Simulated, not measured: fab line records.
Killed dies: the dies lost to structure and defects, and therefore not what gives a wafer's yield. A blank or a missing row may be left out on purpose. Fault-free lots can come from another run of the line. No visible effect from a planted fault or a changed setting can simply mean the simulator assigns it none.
A struck lot beside a sound one -- flow n5Finfet -- 38 steps out of a route of 1938
Sound: these wafers, L392.1, L392.2, L392.6. Struck: wafer L382.1 (left out: L382.2, L382.6 of the same lot, which were not struck); the cause appears at the end.
Each step with rows lists, per side, the tool, then ch with its chambers, then its first start. Under that, the readings that differ: sound wafers -- struck wafers -- difference of the means -- sigmas: that difference in standard deviations of wafers without a fault.
alike: readings with means less than 2 such deviations apart, plus words and numbers identical on both sides. not compared: withheld readings, readings lacking a value on some wafer, bounds such as >300 that could conceal the same value, and numbers that have no deviation in the record and whose values overlap.
A row with sigmas, a row that says differs or no value, or rows on one side alone: a step with any of these is where the two part. Non-overlapping numbers with no deviation appear without sigmas and do not part them. Lack of a reading on every wafer of one side parts them only where that side has two or more wafers.

first, 11 steps without rows for these wafers: N5_BEOL_M2_SPUTTER_92 (material Cu, target thk 4.5 nm, time 8.29 s); N5_BEOL_M2_ANNEAL_93 (time 240 s); N5_BEOL_M2_SPUTTER_94 (material Cu, target thk 4.5 nm, time 8.29 s); N5_BEOL_M2_ANNEAL_95 (time 240 s); N5_BEOL_M2_SPUTTER_96 (material Cu, target thk 4.5 nm, time 8.29 s); N5_BEOL_M2_ECD_50 (material Cu, target thk 300 nm); N5_BEOL_M2_ANNEAL_51 (time 90 s); N5_BEOL_M2_CMP_52 (polishes, stops on SiOC, t overpolish 6.8 s, target thk 40 nm); N5_BEOL_M2_PRE_CLEAN_60 (time 15 s); N5_BEOL_M2_CO_CAP_55 (material Co, precursor CCTBA/H2, target thk 2 nm, time 102.1 s); N5_BEOL_M2_PRE_CLEAN_56 (time 15 s).
N5_BEOL_M2_DEP_57: deposits SiCN from 3MS/NH3, target thk 8 nm, time 14 s.
  sound on pecvd-03 ch 0,1, day 12 23:17; struck on pecvd-03 ch 0, day 9 17:22
reading,sound,struck,difference,sigmas
model.SiCN_of_BEOL_M2_DEP_57.thkNm (nm),8 8 7.8,12.8,+4.9,
  alike: showerheadPlenumPTorr, throttleValvePct
then, 22 steps without rows for these wafers: N5_BEOL_M3_ILD_DEP_00 (deposits SiOC from DEMS/O2, target thk 79 nm, time 15.3 s); N5_BEOL_M3_PECVD_72 (deposits SiO2 from TEOS/O2, target thk 16 nm, time 18 s); N5_BEOL_M3_HM_DEP_02 (deposits TiN, target thk 20 nm); N5_BEOL_M3_COAT_61 (time 60 s, resist thk 60 nm); N5_BEOL_M3_COAT_62 (time 60 s, resist thk 12 nm); N5_BEOL_M3_COAT_73 (time 60 s, resist thk 5 nm); N5_BEOL_M3_COAT_05 (resist thk 30 nm); N5_BEOL_M3_EBR_07; N5_BEOL_M3_SOFTBAKE_06 (time 60 s); N5_BEOL_M3_EXPOSE_08 (exposes mask M3); N5_BEOL_M3_PEB_09 (peb time 60 s); N5_BEOL_M3_DEVELOP_10 (develop time 30 s); N5_BEOL_M3_DESCUM_16 (chemistry O2, time 7 s); N5_BEOL_M3_ETCH_74 (etches underlayer in N2/H2, target depth 6.5 nm, time 5.2 s); N5_BEOL_M3_ETCH_63 (etches SiARC in CF4, target depth 15.6 nm, time 26 s); N5_BEOL_M3_ETCH_64 (etches SOC in N2/H2, target depth 75 nm, overetch 15 nm, time 112.5 s); N5_BEOL_M3_STRIP_65 (strips in N2/H2); N5_BEOL_M3_STRIP_75 (strips in N2/H2); N5_BEOL_M3_STRIP_66 (strips in CF4); N5_BEOL_M3_HM_OPEN_17 (chemistry Cl2/BCl3, target TiN, target depth 20 nm, overetch 6 nm); N5_BEOL_M3_STRIP_19 (strips in O2); N5_BEOL_M3_COAT_67 (time 60 s, resist thk 60 nm).
-- the record jumps here: 3 days lie between the struck wafers' starts before and after --
N5_BEOL_M3_CMP_52: polishes, stops on SiOC, t overpolish 6.8 s, target thk 40 nm.
  sound on cmp-01 ch 0,2,3, day 13 08:12; struck on cmp-02 ch 3, day 12 15:47
reading,sound,struck,difference,sigmas
barrierFieldEndpointS (s),23.6 24.0 24.4,25.2,+1.2,+2
model.Cu_of_BEOL_M3_ECD_50.thkNm (nm),38.8 38.8 39.6,46,+7,
  alike: motorCurrentA, overpolishRunS, timeToEndpointS
N5_BEOL_M3_THK_MEAS_53: measures by xrf.
  sound on filmMetro-02 at day 13 08:29; struck on filmMetro-01 at day 12 16:05
reading,sound,struck,difference,sigmas
M3_THK (nm),38.2 38.4 39.1,45.8,+7.2,+6
N5_BEOL_M3_RS_MEAS_58: a four-point-probe measurement.
  sound on filmMetro-02 at day 13 08:45; struck on filmMetro-01 at day 12 16:21
reading,sound,struck,difference,sigmas
M3_RS (ohm/sq),0.694 0.693 0.676,0.557,-0.131,-5
N5_BEOL_M4_RC_MEAS_101:
  sound on prober-01 ch 0, day 14 17:59; struck on prober-01 ch 0, day 13 12:00
reading,sound,struck,difference,sigmas
IOFF_N (nA/um),0.147 0.156 0.166,0.209,+0.053,+2
  alike: DIBL_N, DIBL_P, IOFF_P, ION_N, ION_P, SS_N, SS_P, VT_N, VT_P

== WHERE THEY PART ==
At N5_BEOL_M3_CMP_52 first; at N5_BEOL_M4_RC_MEAS_101 last (within this record only).

WHY: what had been put in by the simulator
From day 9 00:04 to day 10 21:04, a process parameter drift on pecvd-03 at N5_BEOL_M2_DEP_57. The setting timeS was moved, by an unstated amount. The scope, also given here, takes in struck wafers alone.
